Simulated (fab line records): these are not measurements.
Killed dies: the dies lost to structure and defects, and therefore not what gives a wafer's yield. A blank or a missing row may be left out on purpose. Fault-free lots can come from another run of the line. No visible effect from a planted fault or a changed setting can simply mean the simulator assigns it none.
fab line records || flow nandHarc || part 2 of 2: steps 26 to 36 of 36
record {"lots": 5, "wafers": 15, "lastDay": 22}
route steps=1159 shown P_GATE@198 P_CONTACT@217
lots that met no fault: from a run of the same line without faults
startH: the number of hours between the record's first day and the start of the first shown wafer of the lot || waitH: hours since the lot's step before || " the same as in the row above || L1.1+2: a row that stands for several wafers || - either no value or no given start || * or withheld: withheld || < > ~ a bound
route shown NAME@n: names a module that has steps shown in the file, with the first one's number in the route || usual: mean and standard deviation over wafers with no fault || same: alike in all rows || chamber/n: place in a boat || sites: readings site by site || _std_site: the values' standard deviation || _edge_site: the outer-site mean with the inner-site mean subtracted || radiusMm: for every site, how far away it sits from the centre of the wafer || mask NAME#n: copy n || behind: tool/chamber where the wafer was last shaped || hold: why the lot went on hold/how many hours it stayed there/how the hold came to an end || device: transistor that didn't switch, given as n, p or np || end of line: at the end of the route, the tests of the same wafers || a step without rows: its recipe alone || killed: count of dies lost to structure and defects at first sort (not the wafer's yield) || map: the dies of a wafer, with x for killed, . for not killed, _ for no die there
set.NAME: the setting that was run; set.NAME@STEP: the one run at that earlier step || model.NAME: the simulator's own value behind a step, which no gauge read
lots seen at some steps along the route; tables by step, rows by wafer
services: a tool's chamber out of use, with start hour (startH, from the record's first day; less than 0 if before it), hours out, and reason
## steps
# step NHARC_P_CONTACT_COAT_33
# recipe {"tempC": 260, "timeS": 75}
# usual {"chillPlateTempC": "23.03/0.11", "exhaustPa": "44.8/0.91"}
{"lot.wafer": "L075.2", "tool": "lithoTrack-04", "chamber": 0, "startH": "-", "waitH": "-", "chillPlateTempC": 23.05, "exhaustPa": 43.9}
{"lot.wafer": "L075.4", "tool": "lithoTrack-04", "chamber": 0, "startH": "-", "waitH": "-", "chillPlateTempC": 23.07, "exhaustPa": 42.7}
{"lot.wafer": "L075.6", "tool": "lithoTrack-04", "chamber": 0, "startH": "-", "waitH": "-", "chillPlateTempC": 22.99, "exhaustPa": 44.9}
{"lot.wafer": "L082.1", "tool": "lithoTrack-01", "chamber": 0, "startH": "-", "waitH": "-", "chillPlateTempC": 23.15, "exhaustPa": 45.5}
{"lot.wafer": "L082.3", "tool": "lithoTrack-01", "chamber": 0, "startH": "-", "waitH": "-", "chillPlateTempC": 23.03, "exhaustPa": 44.0}
{"lot.wafer": "L082.6", "tool": "lithoTrack-01", "chamber": 0, "startH": "-", "waitH": "-", "chillPlateTempC": 22.98, "exhaustPa": 44.5}
{"lot.wafer": "L083.2", "tool": "lithoTrack-06", "chamber": 0, "startH": "-", "waitH": "-", "chillPlateTempC": 23.01, "exhaustPa": 45.7}
{"lot.wafer": "L083.3", "tool": "lithoTrack-06", "chamber": 0, "startH": "-", "waitH": "-", "chillPlateTempC": 22.93, "exhaustPa": 45.1}
{"lot.wafer": "L083.5", "tool": "lithoTrack-06", "chamber": 0, "startH": "-", "waitH": "-", "chillPlateTempC": 22.98, "exhaustPa": 46.4}
{"lot.wafer": "L085.2", "tool": "lithoTrack-04", "chamber": 0, "startH": "-", "waitH": "-", "chillPlateTempC": 22.87, "exhaustPa": 44.9}
{"lot.wafer": "L085.4", "tool": "lithoTrack-04", "chamber": 0, "startH": "-", "waitH": "-", "chillPlateTempC": 23.13, "exhaustPa": 45.3}
{"lot.wafer": "L085.5", "tool": "lithoTrack-04", "chamber": 0, "startH": "-", "waitH": "-", "chillPlateTempC": 23.01, "exhaustPa": 44.1}
{"lot.wafer": "L087.1", "tool": "lithoTrack-06", "chamber": 0, "startH": "-", "waitH": "-", "chillPlateTempC": 23.02, "exhaustPa": 45.3}
{"lot.wafer": "L087.5", "tool": "lithoTrack-06", "chamber": 0, "startH": "-", "waitH": "-", "chillPlateTempC": 22.94, "exhaustPa": 44.3}
{"lot.wafer": "L087.6", "tool": "lithoTrack-06", "chamber": 0, "startH": "-", "waitH": "-", "chillPlateTempC": 23.03, "exhaustPa": 45.7}
# step NHARC_P_CONTACT_COAT_34
# recipe {"tempC": 225, "timeS": 65}
# usual {"chillPlateTempC": "23.00/0.097", "exhaustPa": "45.2/0.83"}
{"lot.wafer": "L075.2", "tool": "lithoTrack-04", "chamber": 0, "startH": "-", "waitH": "-", "chillPlateTempC": 22.96, "exhaustPa": 44.6}
{"lot.wafer": "L075.4", "tool": "lithoTrack-04", "chamber": 0, "startH": "-", "waitH": "-", "chillPlateTempC": 23.10, "exhaustPa": 44.8}
{"lot.wafer": "L075.6", "tool": "lithoTrack-04", "chamber": 0, "startH": "-", "waitH": "-", "chillPlateTempC": 22.89, "exhaustPa": 46.9}
{"lot.wafer": "L082.1", "tool": "lithoTrack-01", "chamber": 0, "startH": "-", "waitH": "-", "chillPlateTempC": 22.94, "exhaustPa": 45.2}
{"lot.wafer": "L082.3", "tool": "lithoTrack-01", "chamber": 0, "startH": "-", "waitH": "-", "chillPlateTempC": 23.00, "exhaustPa": 44.6}
{"lot.wafer": "L082.6", "tool": "lithoTrack-01", "chamber": 0, "startH": "-", "waitH": "-", "chillPlateTempC": 22.84, "exhaustPa": 44.7}
{"lot.wafer": "L083.2", "tool": "lithoTrack-06", "chamber": 0, "startH": "-", "waitH": "-", "chillPlateTempC": 22.96, "exhaustPa": 45.3}
{"lot.wafer": "L083.3", "tool": "lithoTrack-06", "chamber": 0, "startH": "-", "waitH": "-", "chillPlateTempC": 23.07, "exhaustPa": 44.8}
{"lot.wafer": "L083.5", "tool": "lithoTrack-06", "chamber": 0, "startH": "-", "waitH": "-", "chillPlateTempC": 23.04, "exhaustPa": 47.2}
{"lot.wafer": "L085.2", "tool": "lithoTrack-04", "chamber": 0, "startH": "-", "waitH": "-", "chillPlateTempC": 23.00, "exhaustPa": 45.8}
{"lot.wafer": "L085.4", "tool": "lithoTrack-04", "chamber": 0, "startH": "-", "waitH": "-", "chillPlateTempC": 23.00, "exhaustPa": 44.9}
{"lot.wafer": "L085.5", "tool": "lithoTrack-04", "chamber": 0, "startH": "-", "waitH": "-", "chillPlateTempC": 23.03, "exhaustPa": 45.1}
{"lot.wafer": "L087.1", "tool": "lithoTrack-06", "chamber": 0, "startH": "-", "waitH": "-", "chillPlateTempC": 23.01, "exhaustPa": 45.2}
{"lot.wafer": "L087.5", "tool": "lithoTrack-06", "chamber": 0, "startH": "-", "waitH": "-", "chillPlateTempC": 22.89, "exhaustPa": 45.0}
{"lot.wafer": "L087.6", "tool": "lithoTrack-06", "chamber": 0, "startH": "-", "waitH": "-", "chillPlateTempC": 22.77, "exhaustPa": 45.2}
# step NHARC_P_CONTACT_COAT_06
# recipe {"spinRpm": 1500, "resistThkNm": 90}
# usual {"chillPlateTempC": "23.03/0.084", "dispensePressureKPa": "47.1/1.1", "exhaustPa": "45.0/0.87"}
{"lot.wafer": "L075.2", "tool": "lithoTrack-04", "chamber": 0, "startH": "-", "waitH": "-", "chillPlateTempC": 22.92, "dispensePressureKPa": 45.3, "exhaustPa": 44.5}
{"lot.wafer": "L075.4", "tool": "lithoTrack-04", "chamber": 0, "startH": "-", "waitH": "-", "chillPlateTempC": 23.02, "dispensePressureKPa": 45.3, "exhaustPa": 46.6}
{"lot.wafer": "L075.6", "tool": "lithoTrack-04", "chamber": 0, "startH": "-", "waitH": "-", "chillPlateTempC": 22.82, "dispensePressureKPa": 45.3, "exhaustPa": 44.3}
{"lot.wafer": "L082.1", "tool": "lithoTrack-01", "chamber": 0, "startH": "-", "waitH": "-", "chillPlateTempC": 22.95, "dispensePressureKPa": 47.0, "exhaustPa": 44.7}
{"lot.wafer": "L082.3", "tool": "lithoTrack-01", "chamber": 0, "startH": "-", "waitH": "-", "chillPlateTempC": 22.93, "dispensePressureKPa": 47.0, "exhaustPa": 44.7}
{"lot.wafer": "L082.6", "tool": "lithoTrack-01", "chamber": 0, "startH": "-", "waitH": "-", "chillPlateTempC": 22.88, "dispensePressureKPa": 47.0, "exhaustPa": 43.5}
{"lot.wafer": "L083.2", "tool": "lithoTrack-06", "chamber": 0, "startH": "-", "waitH": "-", "chillPlateTempC": 23.12, "dispensePressureKPa": 48.1, "exhaustPa": 44.6}
{"lot.wafer": "L083.3", "tool": "lithoTrack-06", "chamber": 0, "startH": "-", "waitH": "-", "chillPlateTempC": 23.04, "dispensePressureKPa": 48.2, "exhaustPa": 45.4}
{"lot.wafer": "L083.5", "tool": "lithoTrack-06", "chamber": 0, "startH": "-", "waitH": "-", "chillPlateTempC": 23.13, "dispensePressureKPa": 48.1, "exhaustPa": 43.8}
{"lot.wafer": "L085.2", "tool": "lithoTrack-04", "chamber": 0, "startH": "-", "waitH": "-", "chillPlateTempC": 22.99, "dispensePressureKPa": 45.3, "exhaustPa": 44.4}
{"lot.wafer": "L085.4", "tool": "lithoTrack-04", "chamber": 0, "startH": "-", "waitH": "-", "chillPlateTempC": 22.98, "dispensePressureKPa": 45.3, "exhaustPa": 44.9}
{"lot.wafer": "L085.5", "tool": "lithoTrack-04", "chamber": 0, "startH": "-", "waitH": "-", "chillPlateTempC": 22.99, "dispensePressureKPa": 45.3, "exhaustPa": 44.6}
{"lot.wafer": "L087.1", "tool": "lithoTrack-06", "chamber": 0, "startH": "-", "waitH": "-", "chillPlateTempC": 23.05, "dispensePressureKPa": 48.1, "exhaustPa": 46.0}
{"lot.wafer": "L087.5", "tool": "lithoTrack-06", "chamber": 0, "startH": "-", "waitH": "-", "chillPlateTempC": 23.05, "dispensePressureKPa": 48.2, "exhaustPa": 44.6}
{"lot.wafer": "L087.6", "tool": "lithoTrack-06", "chamber": 0, "startH": "-", "waitH": "-", "chillPlateTempC": 23.12, "dispensePressureKPa": 48.1, "exhaustPa": 45.5}
# step NHARC_P_CONTACT_SOFTBAKE_07
# recipe {"tempC": 105, "timeS": 55}
# usual {"chillPlateTempC": "23.01/0.098", "exhaustPa": "44.9/0.82"}
{"lot.wafer": "L075.2", "tool": "lithoTrack-04", "chamber": 0, "startH": "-", "waitH": "-", "chillPlateTempC": 23.12, "exhaustPa": 45.7}
{"lot.wafer": "L075.4", "tool": "lithoTrack-04", "chamber": 0, "startH": "-", "waitH": "-", "chillPlateTempC": 22.97, "exhaustPa": 46.3}
{"lot.wafer": "L075.6", "tool": "lithoTrack-04", "chamber": 0, "startH": "-", "waitH": "-", "chillPlateTempC": 22.99, "exhaustPa": 44.0}
{"lot.wafer": "L082.1", "tool": "lithoTrack-01", "chamber": 0, "startH": "-", "waitH": "-", "chillPlateTempC": 22.99, "exhaustPa": 44.9}
{"lot.wafer": "L082.3", "tool": "lithoTrack-01", "chamber": 0, "startH": "-", "waitH": "-", "chillPlateTempC": 22.92, "exhaustPa": 45.3}
{"lot.wafer": "L082.6", "tool": "lithoTrack-01", "chamber": 0, "startH": "-", "waitH": "-", "chillPlateTempC": 22.97, "exhaustPa": 42.8}
{"lot.wafer": "L083.2", "tool": "lithoTrack-06", "chamber": 0, "startH": "-", "waitH": "-", "chillPlateTempC": 23.03, "exhaustPa": 46.0}
{"lot.wafer": "L083.3", "tool": "lithoTrack-06", "chamber": 0, "startH": "-", "waitH": "-", "chillPlateTempC": 22.92, "exhaustPa": 46.3}
{"lot.wafer": "L083.5", "tool": "lithoTrack-06", "chamber": 0, "startH": "-", "waitH": "-", "chillPlateTempC": 23.00, "exhaustPa": 45.0}
{"lot.wafer": "L085.2", "tool": "lithoTrack-04", "chamber": 0, "startH": "-", "waitH": "-", "chillPlateTempC": 23.00, "exhaustPa": 45.2}
{"lot.wafer": "L085.4", "tool": "lithoTrack-04", "chamber": 0, "startH": "-", "waitH": "-", "chillPlateTempC": 22.91, "exhaustPa": 44.2}
{"lot.wafer": "L085.5", "tool": "lithoTrack-04", "chamber": 0, "startH": "-", "waitH": "-", "chillPlateTempC": 23.00, "exhaustPa": 44.2}
{"lot.wafer": "L087.1", "tool": "lithoTrack-06", "chamber": 0, "startH": "-", "waitH": "-", "chillPlateTempC": 23.05, "exhaustPa": 45.9}
{"lot.wafer": "L087.5", "tool": "lithoTrack-06", "chamber": 0, "startH": "-", "waitH": "-", "chillPlateTempC": 23.14, "exhaustPa": 43.6}
{"lot.wafer": "L087.6", "tool": "lithoTrack-06", "chamber": 0, "startH": "-", "waitH": "-", "chillPlateTempC": 23.11, "exhaustPa": 46.9}
# step NHARC_P_CONTACT_EBR_08
# usual {"chillPlateTempC": "23.01/0.12", "exhaustPa": "45.0/0.8"}
{"lot.wafer": "L075.2", "tool": "lithoTrack-04", "chamber": 0, "startH": "-", "waitH": "-", "chillPlateTempC": 22.97, "exhaustPa": 44.5}
{"lot.wafer": "L075.4", "tool": "lithoTrack-04", "chamber": 0, "startH": "-", "waitH": "-", "chillPlateTempC": 23.09, "exhaustPa": 44.6}
{"lot.wafer": "L075.6", "tool": "lithoTrack-04", "chamber": 0, "startH": "-", "waitH": "-", "chillPlateTempC": 22.84, "exhaustPa": 45.0}
{"lot.wafer": "L082.1", "tool": "lithoTrack-01", "chamber": 0, "startH": "-", "waitH": "-", "chillPlateTempC": 22.94, "exhaustPa": 45.2}
{"lot.wafer": "L082.3", "tool": "lithoTrack-01", "chamber": 0, "startH": "-", "waitH": "-", "chillPlateTempC": 22.95, "exhaustPa": 44.1}
{"lot.wafer": "L082.6", "tool": "lithoTrack-01", "chamber": 0, "startH": "-", "waitH": "-", "chillPlateTempC": 22.89, "exhaustPa": 45.6}
{"lot.wafer": "L083.2", "tool": "lithoTrack-06", "chamber": 0, "startH": "-", "waitH": "-", "chillPlateTempC": 22.85, "exhaustPa": 44.7}
{"lot.wafer": "L083.3", "tool": "lithoTrack-06", "chamber": 0, "startH": "-", "waitH": "-", "chillPlateTempC": 22.95, "exhaustPa": 43.7}
{"lot.wafer": "L083.5", "tool": "lithoTrack-06", "chamber": 0, "startH": "-", "waitH": "-", "chillPlateTempC": 22.90, "exhaustPa": 44.5}
{"lot.wafer": "L085.2", "tool": "lithoTrack-04", "chamber": 0, "startH": "-", "waitH": "-", "chillPlateTempC": 23.00, "exhaustPa": 44.9}
{"lot.wafer": "L085.4", "tool": "lithoTrack-04", "chamber": 0, "startH": "-", "waitH": "-", "chillPlateTempC": 23.08, "exhaustPa": 45.6}
{"lot.wafer": "L085.5", "tool": "lithoTrack-04", "chamber": 0, "startH": "-", "waitH": "-", "chillPlateTempC": 22.78, "exhaustPa": 45.9}
{"lot.wafer": "L087.1", "tool": "lithoTrack-06", "chamber": 0, "startH": "-", "waitH": "-", "chillPlateTempC": 23.00, "exhaustPa": 45.3}
{"lot.wafer": "L087.5", "tool": "lithoTrack-06", "chamber": 0, "startH": "-", "waitH": "-", "chillPlateTempC": 22.90, "exhaustPa": 43.8}
{"lot.wafer": "L087.6", "tool": "lithoTrack-06", "chamber": 0, "startH": "-", "waitH": "-", "chillPlateTempC": 22.94, "exhaustPa": 46.1}
# step NHARC_P_CONTACT_EXPOSE_09
# recipe {"na": 1.35, "targetCdNm": 90, "doseMj": 81.26, "maskId": "P_CA"}
# same {"na": 1.35}
{"lot.wafer": "L075.2+4+6", "tool": "arfiScanner-02", "chamber": 0, "startH": 112.69, "waitH": "-", "mask": "P_CA#0"}
{"lot.wafer": "L082.1+3+6", "tool": "arfiScanner-01", "chamber": 0, "startH": 158.87, "waitH": "-", "mask": "P_CA#0"}
{"lot.wafer": "L083.2+3+5", "tool": "arfiScanner-01", "chamber": 0, "startH": 163.16, "waitH": "-", "mask": "P_CA#0"}
{"lot.wafer": "L085.2+4+5", "tool": "arfiScanner-03", "chamber": 0, "startH": 187.80, "waitH": "-", "mask": "P_CA#0"}
{"lot.wafer": "L087.1+5+6", "tool": "arfiScanner-02", "chamber": 0, "startH": 192.82, "waitH": "-", "mask": "P_CA#0"}
# step NHARC_P_CONTACT_PEB_10
# recipe {"pebTempC": 100, "pebTimeS": 65}
# usual {"chillPlateTempC": "23.00/0.11", "exhaustPa": "45.0/0.75"}
{"lot.wafer": "L075.2", "tool": "lithoTrack-01", "chamber": 0, "startH": 112.75, "waitH": 0.1, "chillPlateTempC": 22.95, "exhaustPa": 45.5}
{"lot.wafer": "L075.4", "tool": "lithoTrack-01", "chamber": 0, "startH": 112.75, "waitH": 0.1, "chillPlateTempC": 22.82, "exhaustPa": 45.5}
{"lot.wafer": "L075.6", "tool": "lithoTrack-01", "chamber": 0, "startH": 112.75, "waitH": 0.1, "chillPlateTempC": 22.87, "exhaustPa": 45.0}
{"lot.wafer": "L082.1", "tool": "lithoTrack-04", "chamber": 0, "startH": 158.93, "waitH": 0.1, "chillPlateTempC": 22.93, "exhaustPa": 45.1}
{"lot.wafer": "L082.3", "tool": "lithoTrack-04", "chamber": 0, "startH": 158.93, "waitH": 0.1, "chillPlateTempC": 23.10, "exhaustPa": 44.7}
{"lot.wafer": "L082.6", "tool": "lithoTrack-04", "chamber": 0, "startH": 158.93, "waitH": 0.1, "chillPlateTempC": 22.97, "exhaustPa": 45.3}
{"lot.wafer": "L083.2", "tool": "lithoTrack-06", "chamber": 0, "startH": 163.21, "waitH": 0.1, "chillPlateTempC": 23.03, "exhaustPa": 44.9}
{"lot.wafer": "L083.3", "tool": "lithoTrack-06", "chamber": 0, "startH": 163.21, "waitH": 0.1, "chillPlateTempC": 23.20, "exhaustPa": 44.5}
{"lot.wafer": "L083.5", "tool": "lithoTrack-06", "chamber": 0, "startH": 163.21, "waitH": 0.1, "chillPlateTempC": 23.26, "exhaustPa": 44.8}
{"lot.wafer": "L085.2", "tool": "lithoTrack-04", "chamber": 0, "startH": 187.85, "waitH": 0.1, "chillPlateTempC": 22.92, "exhaustPa": 43.6}
{"lot.wafer": "L085.4", "tool": "lithoTrack-04", "chamber": 0, "startH": 187.85, "waitH": 0.1, "chillPlateTempC": 23.15, "exhaustPa": 44.5}
{"lot.wafer": "L085.5", "tool": "lithoTrack-04", "chamber": 0, "startH": 187.85, "waitH": 0.1, "chillPlateTempC": 23.01, "exhaustPa": 44.7}
{"lot.wafer": "L087.1", "tool": "lithoTrack-01", "chamber": 0, "startH": 192.88, "waitH": 0.1, "chillPlateTempC": 22.98, "exhaustPa": 45.7}
{"lot.wafer": "L087.5", "tool": "lithoTrack-01", "chamber": 0, "startH": 192.88, "waitH": 0.1, "chillPlateTempC": 23.02, "exhaustPa": 44.5}
{"lot.wafer": "L087.6", "tool": "lithoTrack-01", "chamber": 0, "startH": 192.88, "waitH": 0.1, "chillPlateTempC": 22.98, "exhaustPa": 45.4}
# step NHARC_P_CONTACT_DEVELOP_11
# recipe {"developTimeS": 35, "devTempC": 23}
# usual {"chillPlateTempC": "23.00/0.11", "exhaustPa": "45.0/0.88"}
{"lot.wafer": "L075.2", "tool": "lithoTrack-01", "chamber": 0, "startH": "-", "waitH": "-", "chillPlateTempC": 22.85, "exhaustPa": 45.9}
{"lot.wafer": "L075.4", "tool": "lithoTrack-01", "chamber": 0, "startH": "-", "waitH": "-", "chillPlateTempC": 22.92, "exhaustPa": 45.9}
{"lot.wafer": "L075.6", "tool": "lithoTrack-01", "chamber": 0, "startH": "-", "waitH": "-", "chillPlateTempC": 22.88, "exhaustPa": 44.9}
{"lot.wafer": "L082.1", "tool": "lithoTrack-04", "chamber": 0, "startH": "-", "waitH": "-", "chillPlateTempC": 22.92, "exhaustPa": 44.3}
{"lot.wafer": "L082.3", "tool": "lithoTrack-04", "chamber": 0, "startH": "-", "waitH": "-", "chillPlateTempC": 23.03, "exhaustPa": 45.7}
{"lot.wafer": "L082.6", "tool": "lithoTrack-04", "chamber": 0, "startH": "-", "waitH": "-", "chillPlateTempC": 23.02, "exhaustPa": 46.3}
{"lot.wafer": "L083.2", "tool": "lithoTrack-06", "chamber": 0, "startH": "-", "waitH": "-", "chillPlateTempC": 23.02, "exhaustPa": 44.5}
{"lot.wafer": "L083.3", "tool": "lithoTrack-06", "chamber": 0, "startH": "-", "waitH": "-", "chillPlateTempC": 23.11, "exhaustPa": 44.4}
{"lot.wafer": "L083.5", "tool": "lithoTrack-06", "chamber": 0, "startH": "-", "waitH": "-", "chillPlateTempC": 23.05, "exhaustPa": 43.8}
{"lot.wafer": "L085.2", "tool": "lithoTrack-04", "chamber": 0, "startH": "-", "waitH": "-", "chillPlateTempC": 23.06, "exhaustPa": 45.8}
{"lot.wafer": "L085.4", "tool": "lithoTrack-04", "chamber": 0, "startH": "-", "waitH": "-", "chillPlateTempC": 23.07, "exhaustPa": 45.6}
{"lot.wafer": "L085.5", "tool": "lithoTrack-04", "chamber": 0, "startH": "-", "waitH": "-", "chillPlateTempC": 23.07, "exhaustPa": 45.5}
{"lot.wafer": "L087.1", "tool": "lithoTrack-01", "chamber": 0, "startH": "-", "waitH": "-", "chillPlateTempC": 23.26, "exhaustPa": 45.2}
{"lot.wafer": "L087.5", "tool": "lithoTrack-01", "chamber": 0, "startH": "-", "waitH": "-", "chillPlateTempC": 23.08, "exhaustPa": 45.5}
{"lot.wafer": "L087.6", "tool": "lithoTrack-01", "chamber": 0, "startH": "-", "waitH": "-", "chillPlateTempC": 23.09, "exhaustPa": 43.5}
# step NHARC_P_CONTACT_CD_MEAS_12
# recipe {"targetCdNm": 90, "landingEnergyEv": 500}
# usual {"cdNm": "89.9/0.6"}
# same {"landingEnergyEv": 500}
{"lot.wafer": "L075.2", "tool": "cdSem-01", "chamber": 0, "startH": 112.83, "waitH": "-", "cdNm": 89.8}
{"lot.wafer": "L075.4", "tool": "cdSem-01", "chamber": 0, "startH": 112.83, "waitH": "-", "cdNm": 90.2}
{"lot.wafer": "L075.6", "tool": "cdSem-01", "chamber": 0, "startH": 112.83, "waitH": "-", "cdNm": 89.8}
{"lot.wafer": "L082.1", "tool": "cdSem-03", "chamber": 0, "startH": 159.01, "waitH": "-", "cdNm": 89.2}
{"lot.wafer": "L082.3", "tool": "cdSem-03", "chamber": 0, "startH": 159.01, "waitH": "-", "cdNm": 89.3}
{"lot.wafer": "L082.6", "tool": "cdSem-03", "chamber": 0, "startH": 159.01, "waitH": "-", "cdNm": 89.6}
{"lot.wafer": "L083.2", "tool": "cdSem-01", "chamber": 0, "startH": 163.29, "waitH": "-", "cdNm": 89.0}
{"lot.wafer": "L083.3", "tool": "cdSem-01", "chamber": 0, "startH": 163.29, "waitH": "-", "cdNm": 88.7}
{"lot.wafer": "L083.5", "tool": "cdSem-01", "chamber": 0, "startH": 163.29, "waitH": "-", "cdNm": 89.0}
{"lot.wafer": "L085.2", "tool": "cdSem-01", "chamber": 0, "startH": 187.93, "waitH": "-", "cdNm": 90.2}
{"lot.wafer": "L085.4", "tool": "cdSem-01", "chamber": 0, "startH": 187.93, "waitH": "-", "cdNm": 89.6}
{"lot.wafer": "L085.5", "tool": "cdSem-01", "chamber": 0, "startH": 187.93, "waitH": "-", "cdNm": 89.9}
{"lot.wafer": "L087.1", "tool": "cdSem-02", "chamber": 0, "startH": 192.96, "waitH": "-", "cdNm": 89.9}
{"lot.wafer": "L087.5", "tool": "cdSem-02", "chamber": 0, "startH": 192.96, "waitH": "-", "cdNm": 89.9}
{"lot.wafer": "L087.6", "tool": "cdSem-02", "chamber": 0, "startH": 192.96, "waitH": "-", "cdNm": 89.7}
# step NHARC_P_CONTACT_OVL_MEAS_13
# usual {"overlayXNm": "0.0/0.91", "overlayYNm": "0.0/0.7"}
{"lot.wafer": "L075.2", "tool": "overlay-01", "chamber": "-", "startH": 112.91, "waitH": "-", "overlayXNm": 0.1, "overlayYNm": -0.2}
{"lot.wafer": "L075.4", "tool": "overlay-01", "chamber": "-", "startH": 112.91, "waitH": "-", "overlayXNm": 0.9, "overlayYNm": 0.6}
{"lot.wafer": "L075.6", "tool": "overlay-01", "chamber": "-", "startH": 112.91, "waitH": "-", "overlayXNm": 0.9, "overlayYNm": 0.2}
{"lot.wafer": "L082.1", "tool": "overlay-02", "chamber": "-", "startH": 159.10, "waitH": "-", "overlayXNm": 0.4, "overlayYNm": -0.8}
{"lot.wafer": "L082.3", "tool": "overlay-02", "chamber": "-", "startH": 159.10, "waitH": "-", "overlayXNm": 1.1, "overlayYNm": -1.0}
{"lot.wafer": "L082.6", "tool": "overlay-02", "chamber": "-", "startH": 159.10, "waitH": "-", "overlayXNm": 0.3, "overlayYNm": -0.3}
{"lot.wafer": "L083.2", "tool": "overlay-01", "chamber": "-", "startH": 163.38, "waitH": "-", "overlayXNm": 0.0, "overlayYNm": 0.1}
{"lot.wafer": "L083.3", "tool": "overlay-01", "chamber": "-", "startH": 163.38, "waitH": "-", "overlayXNm": 0.3, "overlayYNm": 0.5}
{"lot.wafer": "L083.5", "tool": "overlay-01", "chamber": "-", "startH": 163.38, "waitH": "-", "overlayXNm": 0.1, "overlayYNm": 0.9}
{"lot.wafer": "L085.2", "tool": "overlay-02", "chamber": "-", "startH": 188.02, "waitH": "-", "overlayXNm": 0.0, "overlayYNm": 0.2}
{"lot.wafer": "L085.4", "tool": "overlay-02", "chamber": "-", "startH": 188.02, "waitH": "-", "overlayXNm": 0.4, "overlayYNm": 0.2}
{"lot.wafer": "L085.5", "tool": "overlay-02", "chamber": "-", "startH": 188.02, "waitH": "-", "overlayXNm": 0.3, "overlayYNm": 0.1}
{"lot.wafer": "L087.1", "tool": "overlay-02", "chamber": "-", "startH": 193.04, "waitH": "-", "overlayXNm": 1.0, "overlayYNm": -0.2}
{"lot.wafer": "L087.5", "tool": "overlay-02", "chamber": "-", "startH": 193.04, "waitH": "-", "overlayXNm": 0.8, "overlayYNm": -0.7}
{"lot.wafer": "L087.6", "tool": "overlay-02", "chamber": "-", "startH": 193.04, "waitH": "-", "overlayXNm": 0.8, "overlayYNm": -0.7}
# step NHARC_P_CONTACT_INSPECT_14
# usual {"rawDefectCount": "3.2/1.9"}
{"lot.wafer": "L075.2", "tool": "defectInspect-02", "chamber": "-", "startH": 112.95, "waitH": 0.0, "rawDefectCount": 2}
{"lot.wafer": "L075.4", "tool": "defectInspect-02", "chamber": "-", "startH": 112.95, "waitH": 0.0, "rawDefectCount": 8}
{"lot.wafer": "L075.6", "tool": "defectInspect-02", "chamber": "-", "startH": 112.95, "waitH": 0.0, "rawDefectCount": 3}
{"lot.wafer": "L082.1", "tool": "defectInspect-02", "chamber": "-", "startH": 159.13, "waitH": 0.0, "rawDefectCount": 5}
{"lot.wafer": "L082.3", "tool": "defectInspect-02", "chamber": "-", "startH": 159.13, "waitH": 0.0, "rawDefectCount": 3}
{"lot.wafer": "L082.6", "tool": "defectInspect-02", "chamber": "-", "startH": 159.13, "waitH": 0.0, "rawDefectCount": 2}
{"lot.wafer": "L083.2", "tool": "defectInspect-01", "chamber": "-", "startH": 163.42, "waitH": 0.0, "rawDefectCount": 2}
{"lot.wafer": "L083.3", "tool": "defectInspect-01", "chamber": "-", "startH": 163.42, "waitH": 0.0, "rawDefectCount": 1}
{"lot.wafer": "L083.5", "tool": "defectInspect-01", "chamber": "-", "startH": 163.42, "waitH": 0.0, "rawDefectCount": 1}
{"lot.wafer": "L085.2", "tool": "defectInspect-01", "chamber": "-", "startH": 188.06, "waitH": 0.0, "rawDefectCount": 3}
{"lot.wafer": "L085.4", "tool": "defectInspect-01", "chamber": "-", "startH": 188.06, "waitH": 0.0, "rawDefectCount": 3}
{"lot.wafer": "L085.5", "tool": "defectInspect-01", "chamber": "-", "startH": 188.06, "waitH": 0.0, "rawDefectCount": 6}
{"lot.wafer": "L087.1", "tool": "defectInspect-01", "chamber": "-", "startH": 193.08, "waitH": 0.0, "rawDefectCount": 3}
{"lot.wafer": "L087.5", "tool": "defectInspect-01", "chamber": "-", "startH": 193.08, "waitH": 0.0, "rawDefectCount": 0}
{"lot.wafer": "L087.6", "tool": "defectInspect-01", "chamber": "-", "startH": 193.08, "waitH": 0.0, "rawDefectCount": 4}
## services
{"tool": "arfiScanner-02", "chamber": "-", "startH": 84.00, "hours": 4.0, "kind": "pm"}
{"tool": "implanter-02", "chamber": "-", "startH": 85.00, "hours": 13.0, "kind": "pm"}
{"tool": "plasmaAsher-01", "chamber": "-", "startH": 87.28, "hours": 3.8, "kind": "repair"}
{"tool": "rieDiel-08", "chamber": 2, "startH": 90.43, "hours": 7.5, "kind": "repair"}
{"tool": "lithoTrack-01", "chamber": "-", "startH": 93.00, "hours": 7.0, "kind": "pm"}
{"tool": "wetBench-07", "chamber": "-", "startH": 96.00, "hours": 8.0, "kind": "pm"}
{"tool": "plasmaAsher-01", "chamber": "-", "startH": 99.11, "hours": 9.0, "kind": "pm"}
{"tool": "pvdSputter-03", "chamber": "-", "startH": 102.09, "hours": 10.0, "kind": "pm"}
{"tool": "rieDiel-08", "chamber": 1, "startH": 115.20, "hours": 2.9, "kind": "repair"}
{"tool": "lithoTrack-06", "chamber": "-", "startH": 117.00, "hours": 7.0, "kind": "pm"}
{"tool": "plasmaAsher-02", "chamber": "-", "startH": 119.35, "hours": 3.1, "kind": "repair"}
{"tool": "pvdSputter-02", "chamber": "-", "startH": 124.20, "hours": 8.7, "kind": "repair"}
{"tool": "rieDiel-08", "chamber": "-", "startH": 124.84, "hours": 9.0, "kind": "pm"}
{"tool": "wetBench-06", "chamber": "-", "startH": 129.60, "hours": 8.0, "kind": "pm"}
{"tool": "arfiScanner-01", "chamber": "-", "startH": 136.02, "hours": 6.7, "kind": "repair"}
{"tool": "rieDiel-08", "chamber": 2, "startH": 140.56, "hours": 4.7, "kind": "repair"}
{"tool": "lithoTrack-04", "chamber": "-", "startH": 141.00, "hours": 7.0, "kind": "pm"}
{"tool": "wetBench-03", "chamber": "-", "startH": 146.40, "hours": 8.0, "kind": "pm"}
{"tool": "pvdSputter-01", "chamber": "-", "startH": 158.00, "hours": 10.0, "kind": "pm"}
{"tool": "wetBench-04", "chamber": "-", "startH": 163.20, "hours": 8.0, "kind": "pm"}
{"tool": "lithoTrack-02", "chamber": "-", "startH": 165.00, "hours": 7.0, "kind": "pm"}
{"tool": "implanter-02", "chamber": "-", "startH": 178.44, "hours": 2.4, "kind": "repair"}
{"tool": "cmp-01", "chamber": "-", "startH": 179.74, "hours": 4.0, "kind": "pm"}
{"tool": "lithoTrack-07", "chamber": "-", "startH": 189.00, "hours": 7.0, "kind": "pm"}
